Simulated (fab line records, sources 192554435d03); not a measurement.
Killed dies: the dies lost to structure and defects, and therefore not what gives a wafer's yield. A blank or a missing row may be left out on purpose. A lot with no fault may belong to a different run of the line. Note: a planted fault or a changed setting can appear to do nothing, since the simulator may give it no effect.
Split-lot experiment	flow n5Finfet	7 lots, 21 wafers read, on a route of 1938 steps

## THE SPLIT ITSELF
At N5_BEOL_M3_EXPOSE_25 (exposes mask V2, defocus 5 nm), the setting doseMj was moved away from the recipe's 63 on 6 of the 21 wafers read, by -6.1% to +7.0%. For the rest of the wafers, this setting stayed at what the recipe calls for.

## FROM THE SPLIT TO THE READING: what the file shows between them, 2 steps
- N5_BEOL_M3_PEB_26: peb time 60 s
- N5_BEOL_M3_DEVELOP_27: develop time 30 s

## THE READING
cdNm, in nm, at N5_BEOL_M3_CD_MEAS_28 (target cd 25.7 nm, target cd y 23.3 nm). Fault-free wafers of this fab line usually give 25.75 nm, standard deviation 0.25 nm.

wafer	tool, chamber at the split	doseMj as run	against the recipe	cdNm, nm	against lot-mates on the recipe
L078.2	euvScanner-02, 0	63	recipe	25.93	-
L078.4	euvScanner-02, 0	59.16	-6.1%	24.81	-0.94
L078.5	euvScanner-02, 0	63	recipe	25.57	-
L087.2	euvScanner-01, 0	63	recipe	25.85	-
L087.5	euvScanner-01, 0	63	recipe	25.56	-
L087.6	euvScanner-01, 0	63	recipe	25.92	-
L088.1	euvScanner-01, 0	67.39	+7.0%	27.03	+1.43
L088.2	euvScanner-01, 0	63	recipe	25.60	-
L088.6	euvScanner-01, 0	67.39	+7.0%	26.74	+1.14
L090.2	euvScanner-01, 0	63	recipe	25.67	-
L090.3	euvScanner-01, 0	63	recipe	25.38	-
L090.5	euvScanner-01, 0	63	recipe	25.50	-
L095.2	euvScanner-01, 0	63	recipe	25.69	-
L095.3	euvScanner-01, 0	64.36	+2.2%	26.34	+0.72
L095.5	euvScanner-01, 0	63	recipe	25.55	-
L096.1	euvScanner-01, 0	64.38	+2.2%	26.35	+0.59
L096.2	euvScanner-01, 0	64.38	+2.2%	26.46	+0.70
L096.6	euvScanner-01, 0	63	recipe	25.76	-
L097.3	euvScanner-02, 0	63	recipe	25.96	-
L097.4	euvScanner-02, 0	63	recipe	26.02	-
L097.5	euvScanner-02, 0	63	recipe	25.55	-

THE FIT
A straight line over all 21 wafers: cdNm changes by +0.173 nm for each +1% of doseMj; r = +0.91; the points scatter about the line by 0.21 nm.
The same after taking each lot's own level away (the mean of its wafers on the recipe; 21 wafers): +0.184 nm for each +1%; r = +0.94; scatter 0.17 nm.
On that fit, the largest move of doseMj shifts the reading by 1.3 nm.
Measured against the standard deviation above, the lots' own levels, which go from 25.517 to 25.843 nm, span 1.3 times it.
The two slopes are in agreement: the lot-to-lot level therefore moves the slope only a little.
Check: for one of the wafers moved furthest among these (+7.0%), held out of the fit, the line's prediction against its lot-mates is +1.28 nm. It came out at +1.43 nm against them.

## THESE WAFERS: OTHER SPLITS
These wafers also went through other splits before the reading. Each is held against what the fit with the lots' levels taken away leaves over:
other split on the same wafers	wafers away from the commonest value	r with cdNm (lot level and that fit taken away)
N5_BEOL_M0_SAQP_EXPOSE_11 doseMj	9	+0.44
N5_BEOL_M0_SAQP_SPACER1_ALD_98 aldCycles	6	-0.27
N5_BEOL_M1_EXPOSE_25 doseMj	10	+0.19
N5_BEOL_M2_VIA_ETCH_34 timeS	9	+0.15
N5_BEOL_M3_COAT_67 spinRpm	5	+0.25

## FILE'S OWN FIT
cdNm changes by +0.186 nm for each +1% of doseMj, r = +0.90.
